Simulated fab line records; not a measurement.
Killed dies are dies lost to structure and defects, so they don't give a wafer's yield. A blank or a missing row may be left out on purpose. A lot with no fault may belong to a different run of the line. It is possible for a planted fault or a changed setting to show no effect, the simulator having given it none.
Matching of chambers | flow n5 finfet | 4 sister chambers for N5_SD_EPI_N_SD_RECESS_17 on rie si-05
The step chemistry HBr/Cl2/O2, target depth 41 nm, time 23.7 s, bt time 3 s. 15 wafers are shown with their chamber, then 7 later ones without.

WAFERS WITH THEIR CHAMBER
wafer  | chamber | drypump motor current A (A) | throttle valve pct (%) | oes product au (a.u.)
L509.2 | 1       | 6.1                         | 37.0                   | 1.020
L509.5 | 0       | 5.8                         | 37.0                   | 1.007
L510.3 | 2       | 5.4                         | 36.6                   | 0.976
L510.5 | 3       | 6.8                         | 37.5                   | 0.997
L510.6 | 0       | 5.8                         | 37.0                   | 1.009
L512.2 | 1       | 6.0                         | 37.0                   | 1.018
L512.4 | 2       | 5.4                         | 36.6                   | 0.972
L512.6 | 1       | 6.0                         | 37.0                   | 1.024
L517.2 | 0       | 5.8                         | 37.0                   | 1.005
L517.5 | 3       | 6.7                         | 37.4                   | 0.993
L517.6 | 0       | 5.8                         | 37.0                   | 1.004
L518.3 | 3       | 6.7                         | 37.5                   | 1.006
L518.4 | 2       | 5.4                         | 36.5                   | 0.972
L518.5 | 1       | 6.1                         | 37.0                   | 1.033
L524.2 | 3       | 6.8                         | 37.5                   | 0.991

SIGNATURES, as means of the wafers listed above
reading                 | chamber 0 | chamber 1 | chamber 2 | chamber 3 | scatter within a chamber
drypump motor current A | 5.800     | 6.050     | 5.400     | 6.750     | 0.0426
throttle valve pct      | 37.000    | 37.000    | 36.567    | 37.475    | 0.0359
oes product au          | 1.00625   | 1.02375   | 0.97333   | 0.99675   | 0.00514
Rule: for a wafer and a chamber, the distance is found by dividing, reading by reading, the gap between the wafer's reading and the chamber's mean by the reading's scatter, squaring, summing and taking the root. If the next closest chamber is less than 2 further off than the closest, the wafer can't be placed; otherwise it belongs to the closest. How the scatter is found: for the shown wafers, subtract from each reading the mean of its chamber, square and add these, divide the total by (wafers less chambers), then take the root.

WAFERS MISSING THEIR CHAMBER
wafer  | drypump motor current A (A) | throttle valve pct (%) | oes product au (a.u.)
L524.4 | 5.8                         | 37.0                   | 1.006
L524.5 | 5.4                         | 36.6                   | 0.974
L529.1 | 5.9                         | 37.0                   | 1.003
L529.6 | 6.0                         | 37.0                   | 1.018
L531.1 | 5.8                         | 37.0                   | 1.009
L531.3 | 6.7                         | 37.4                   | 1.000
L531.4 | 6.0                         | 37.0                   | 1.025

CHAMBER TAKEN BY EACH
wafer  | from the rows above | in truth
L524.4 | 0                   | 0
L524.5 | 2                   | 2
L529.1 | 0                   | 0
L529.6 | 1                   | 1
L531.1 | 0                   | 0
L531.3 | 3                   | 3
L531.4 | 1                   | 1
7 of 7 placed correctly. Can't be placed from these rows: 0. 0 placed wrongly.
